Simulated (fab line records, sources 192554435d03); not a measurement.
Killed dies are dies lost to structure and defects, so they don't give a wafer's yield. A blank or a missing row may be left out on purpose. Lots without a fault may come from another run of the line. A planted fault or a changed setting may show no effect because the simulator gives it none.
Split-lot experiment | flow n5_finfet | 7 lots, 21 wafers read, on a route of 1938 steps

THE SPLIT
At N5_MOL_CONTACT_COAG_ETCH_105 (etches SiARC in CF4, target depth 15.6 nm, time 26 s), the setting bias_w was moved away from the recipe's 36 W on 7 of the 21 wafers read, by -16.0% to +14.7%. The other wafers ran this setting at the recipe's value.

The reading is taken at the split's own step.

THE READING
rf_vpp_V, in V, at N5_MOL_CONTACT_COAG_ETCH_105 (etches SiARC in CF4, target depth 15.6 nm, time 26 s). Fault-free wafers of this fab line usually give 184.2 V, standard deviation 1.2 V.

wafer  | tool, chamber at the split | bias_w as run, W | against the recipe | rf_vpp_V, V | against lot-mates on the recipe
L077.2 | rie_diel-04, 1             | 30.54            | -15.2%             | 165.7       | -18.3
L077.3 | rie_diel-04, 2             | 36               | recipe             | 184.0       | -
L077.4 | rie_diel-04, 0             | 30.54            | -15.2%             | 168.3       | -15.7
L082.1 | rie_diel-05, 1             | 40.96            | +13.8%             | 198.4       | +15.6
L082.2 | rie_diel-05, 2             | 40.96            | +13.8%             | 199.3       | +16.5
L082.3 | rie_diel-05, 0             | 36               | recipe             | 182.8       | -
L083.1 | rie_diel-04, 0             | 36               | recipe             | 185.9       | -
L083.2 | rie_diel-04, 3             | 36               | recipe             | 183.2       | -
L083.6 | rie_diel-04, 2             | 36               | recipe             | 181.1       | -
L084.4 | rie_diel-05, 0             | 36               | recipe             | 182.8       | -
L084.5 | rie_diel-05, 1             | 36               | recipe             | 182.0       | -
L084.6 | rie_diel-05, 2             | 41.28            | +14.7%             | 201.4       | +19.0
L085.1 | rie_diel-06, 2             | 36               | recipe             | 186.2       | -
L085.3 | rie_diel-06, 3             | 36               | recipe             | 185.1       | -
L085.5 | rie_diel-06, 3             | 36               | recipe             | 184.0       | -
L087.1 | rie_diel-05, 2             | 30.24            | -16.0%             | 164.4       | -19.4
L087.4 | rie_diel-05, 0             | 30.24            | -16.0%             | 162.0       | -21.8
L087.5 | rie_diel-05, 1             | 36               | recipe             | 183.8       | -
L096.3 | rie_diel-04, 0             | 36               | recipe             | 184.6       | -
L096.4 | rie_diel-04, 0             | 36               | recipe             | 184.7       | -
L096.5 | rie_diel-04, 3             | 36               | recipe             | 182.5       | -

THE FIT
A straight line over all 21 wafers: rf_vpp_V changes by +1.17 V for each +1% of bias_w; r = +0.99; the points scatter about the line by 1.5 V.
The same after taking each lot's own level away (the mean of its wafers on the recipe; 21 wafers): +1.21 V for each +1%; r = +0.99; scatter 1.3 V.
On that fit, the largest move of bias_w shifts the reading by 19 V.
The lots' own levels span 182.40 to 185.10 V, that is 2.2 times the standard deviation above.
So the lot-to-lot level changes the slope little: the two slopes agree.
Check: with one of the wafers moved furthest among these (-16.0%) left out of the fit, the line predicts -19.3 V for it against its lot-mates. It came out at -19.4 V against them.
Tool readings at the split's step, against how far the setting was moved: rf_vpp_V r = +0.99.

OTHER SPLITS ON THESE WAFERS
These wafers also went through other splits before the reading. Each is held against what the fit with the lots' levels taken away leaves over:
other split on the same wafers | wafers away from the commonest value | r with rf_vpp_V (lot level and that fit taken away)
N5_SDB_ALD_29 ald_cycles       | 7                                    | +0.18
N5_HKMG_FIN_ETCH_55 bias_w     | 4                                    | +0.38
N5_HKMG_FIN_ETCH_58 source_w   | 5                                    | +0.33
N5_GATE_CUT_ETCH_56 bias_w     | 5                                    | +0.18

THE FILE'S OWN FIT
rf_vpp_V changes by +1.22 V for each +1% of bias_w, r = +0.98.
